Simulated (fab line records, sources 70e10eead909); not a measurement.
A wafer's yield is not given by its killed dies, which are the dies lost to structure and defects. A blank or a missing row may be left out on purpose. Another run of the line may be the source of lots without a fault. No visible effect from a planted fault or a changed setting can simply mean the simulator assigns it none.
Which tool was responsible? ; flow nand-harc ; 10 lots, 30 wafers sampled, at 6 steps of a route of 1159

## WHAT THE GAUGES READ, wafer by wafer
NHARC_A_M0_CD_MEAS_09: target cd 80 nm.
lot;measured;on;cd-nm (nm)
L212;day 17 11:20;cd-sem-03;79.7 80.4 80.2
L213;day 17 16:34;cd-sem-03;80.3 80.8 80.4
L217;day 17 23:26;cd-sem-03;79.5 80.2 79.9
L216;day 18 03:58;cd-sem-01;80.9 80.6 80.7
L218;day 19 03:45;cd-sem-01;79.7 80.2 79.7
L229;day 22 03:34;cd-sem-01;92.5 93.4 92.7
L228;day 22 04:52;cd-sem-01;92.2 92.7 92.9
L234;day 22 21:03;cd-sem-03;81.0 80.0 79.9
L233;day 22 22:14;cd-sem-01;80.3 79.9 80.3
L235;day 23 09:43;cd-sem-02;78.9 80.6 79.7

NHARC_END_SORT_01.
lot;measured;on;defect-limited-yield (%);killed-at-array;killed-at-other;killed-at-periphery;killed-dies;killed-open;killed-short;sort_bin_2_pct (%);sort_bin_3_pct (%);sort_bin_4_pct (%);sort-n-pass;sort-rim-yield-pct (%);sort-yield-pct (%)
L228;day 24 00:28;prober-01;95.6 93.9 94.4;25 37 36;0 1 0;5 3 2;30 41 38;2 1 3;3 3 2;1.0 2.1 2.2;0.59 0.15 0.44;2.8 3.8 3.0;647 636 639;93 89 88;95.6 93.9 94.4

## EACH LOT AND THE TOOL THAT RAN IT (in order: tool; ch and the chambers of the sampled wafers; start)
lot;NHARC_A_BLC_ETCH_18;NHARC_A_BLC_STRIP_29;NHARC_A_BLC_CVD_24;NHARC_A_M0_PEB_07
L212;rie-diel-11 ch 0,1,2, day 17 07:28 or earlier;rie-diel-11 ch 0,1,2, day 17 07:28;cvd-w-02 ch 0,1, day 17 11:16 or earlier;litho-track-04 ch 0, day 17 11:16
L213;rie-diel-11 ch 0,1,3, day 17 13:38 or earlier;rie-diel-10 ch 0,2,3, day 17 13:38;cvd-w-02 ch 0,1, day 17 16:29 or earlier;litho-track-04 ch 0, day 17 16:29
L217;rie-diel-02 ch 0,1,3, day 17 18:01 or earlier;rie-diel-10 ch 0,3, day 17 18:01;cvd-w-01 ch 0,1, day 17 23:21 or earlier;litho-track-04 ch 0, day 17 23:21
L216;rie-diel-11 ch 1,2,3, day 18 01:07 or earlier;rie-diel-11 ch 0,3, day 18 01:07;cvd-w-01 ch 0,1, day 18 03:53 or earlier;litho-track-04 ch 0, day 18 03:53
L218;rie-diel-11 ch 1,2,3, day 19 00:47 or earlier;rie-diel-11 ch 0,1,2, day 19 00:47;cvd-w-01 ch 0,1, day 19 03:40 or earlier;litho-track-01 ch 0, day 19 03:40
L229;rie-diel-11 ch 0,1,3, day 21 18:54 or earlier;rie-diel-02 ch 0,1,2, day 21 18:54;cvd-w-01 ch 0,1, day 22 03:29 or earlier;litho-track-04 ch 0, day 22 03:29
L228;rie-diel-11 ch 0,1,2, day 21 23:41 or earlier;rie-diel-02 ch 0,1, day 21 23:41;cvd-w-01 ch 0,1, day 22 04:46 or earlier;litho-track-04 ch 0, day 22 04:46
L234;rie-diel-10 ch 0,1,2, day 22 15:36 or earlier;rie-diel-11 ch 0,3, day 22 15:36;cvd-w-01 ch 0,1, day 22 20:58 or earlier;litho-track-06 ch 0, day 22 20:58
L233;rie-diel-11 ch 0,2,3, day 22 19:23 or earlier;rie-diel-10 ch 1,2,3, day 22 19:23;cvd-w-01 ch 0,1, day 22 22:10 or earlier;litho-track-01 ch 0, day 22 22:10
L235;rie-diel-02 ch 0,1,3, day 23 06:47 or earlier;rie-diel-11 ch 0,1,2, day 23 06:47;cvd-w-02 ch 0,1, day 23 09:38 or earlier;litho-track-06 ch 0, day 23 09:38
- NHARC_A_BLC_ETCH_18: etches the open film in C4F8/O2/Ar, target depth 910 nm.
- NHARC_A_BLC_STRIP_29: strips in CF4.
- NHARC_A_BLC_CVD_24: deposits W, target thk 150 nm, time 434 s.
- NHARC_A_M0_PEB_07: peb time 65 s.

## AS READ BY THE TOOLS THEMSELVES (means over the sampled wafers that have a number; for cases with no such wafer, the mark the record gives instead)
NHARC_A_BLC_ETCH_18.
lot;tool;bias-w (W);oes-product-au (a.u.);rf-vpp-V (V)
L212;rie-diel-11;1501;0.956;980
L213;rie-diel-11;1499;0.974;977
L217;rie-diel-02;1499;0.968;983
L216;rie-diel-11;1504;0.969;975
L218;rie-diel-11;1504;0.977;976
L229;rie-diel-11;1501;0.913;977
L228;rie-diel-11;1500;0.958;980
L234;rie-diel-10;1501;0.929;976
L233;rie-diel-11;1499;0.917;979
L235;rie-diel-02;1505;0.966;982

NHARC_A_BLC_STRIP_29.
lot;tool;cf4-flow-sccm (sccm);drypump-motor-current-A (A);mfc-ar-sccm (sccm);oes-product-au (a.u.);rf-vpp-V (V);showerhead-plenum-p-Torr (Torr);throttle-valve-pct (%)
L212;rie-diel-11;150.4;5.9;0.007;1.002;59.3;1.79;13.289
L213;rie-diel-10;149.8;5.6;0.019;1.000;59.6;1.75;13.289
L217;rie-diel-10;149.8;5.7;0.032;1.008;59.5;1.73;13.278
L216;rie-diel-11;149.7;5.7;0.027;0.997;59.3;1.75;13.283
L218;rie-diel-11;149.9;5.9;0.007;0.996;59.9;1.78;13.285
L229;rie-diel-02;150.2;5.6;0.014;0.998;59.9;1.81;13.284
L228;rie-diel-02;149.9;5.8;0.025;1.002;59.2;1.78;13.291
L234;rie-diel-11;149.7;5.6;0.014;0.985;59.5;1.79;13.287
L233;rie-diel-10;150.4;5.3;0.006;0.999;60.1;1.72;13.286
L235;rie-diel-11;149.8;5.9;0.007;1.001;59.3;1.78;13.285

NHARC_A_BLC_CVD_24.
lot;tool;heater-power-w (W);mfc-ar-sccm (sccm);mfc-wf6-sccm (sccm);throttle-valve-pct (%)
L212;cvd-w-02;442;1561;40.00;7.87
L213;cvd-w-02;443;1559;40.02;7.72
L217;cvd-w-01;489;1554;40.03;8.13
L216;cvd-w-01;494;1559;40.06;8.13
L218;cvd-w-01;490;1565;39.85;8.20
L229;cvd-w-01;501;1560;40.07;7.94
L228;cvd-w-01;495;1555;39.99;8.10
L234;cvd-w-01;499;1565;40.06;7.97
L233;cvd-w-01;501;1557;40.16;8.18
L235;cvd-w-02;440;1561;39.89;7.99

NHARC_A_M0_PEB_07.
lot;tool;chill-plate-temp-C (C);heater-power-total-W (W);plate-temp-C (C)
L212;litho-track-04;23.19;157.1;100.18
L213;litho-track-04;22.97;156.2;100.02
L217;litho-track-04;22.94;156.3;99.91
L216;litho-track-04;22.99;156.6;100.04
L218;litho-track-01;22.94;156.5;99.83
L229;litho-track-04;23.11;164.2;103.51
L228;litho-track-04;22.95;163.6;103.52
L234;litho-track-06;22.93;156.7;100.19
L233;litho-track-01;23.09;156.9;99.95
L235;litho-track-06;23.01;157.1;99.96

## THE ANSWER, worked out from the rows above alone
Rule: the lots themselves supply what counts as usual. The widest of any qualifying gaps counts: lots, ordered by their means at a reading, are off when they make up no more than a third of the lots, leave a main group of 4 or more, and stand apart from it by 3 or more times the standard deviation of that group's means. A main group whose means are all the same, to the digits that the tables above print for the reading, isn't used. A lot without any number at a reading at which 4 lots or more have one is off too. All remaining lots with rows at the step are treated as sound. The gauges are gone through in route order, then the tools' own readings, and for those a lot's mean is taken as printed above. The first step at which some lot is off is used, and at that step the reading that is off furthest; a lot without a number counts as furthest.
Off: L229, L228 (NHARC_A_M0_CD_MEAS_09, cd-nm). Main group: mean 80.2 nm, sd 0.32.
A tool fits if, at a process step before that reading, it ran every lot that is off, and no sound lot after the first of them. Not tried: the gauges at NHARC_A_M0_CD_MEAS_09; whatever is off there is also off at NHARC_A_M0_PEB_07, on other tools, and gauge error can't account for it. With no start given for some of its lots, NHARC_A_BLC_ETCH_18 uses the hours and lot order of NHARC_A_BLC_STRIP_29. With no start given for some of its lots, NHARC_A_BLC_CVD_24 uses the hours and lot order of NHARC_A_M0_PEB_07. 2 tools fit, rie-diel-02 at NHARC_A_BLC_STRIP_29 and litho-track-04 at NHARC_A_M0_PEB_07, so this cannot tell which one it is.

## WHAT HAD BEEN PUT IN BY THE SIMULATOR
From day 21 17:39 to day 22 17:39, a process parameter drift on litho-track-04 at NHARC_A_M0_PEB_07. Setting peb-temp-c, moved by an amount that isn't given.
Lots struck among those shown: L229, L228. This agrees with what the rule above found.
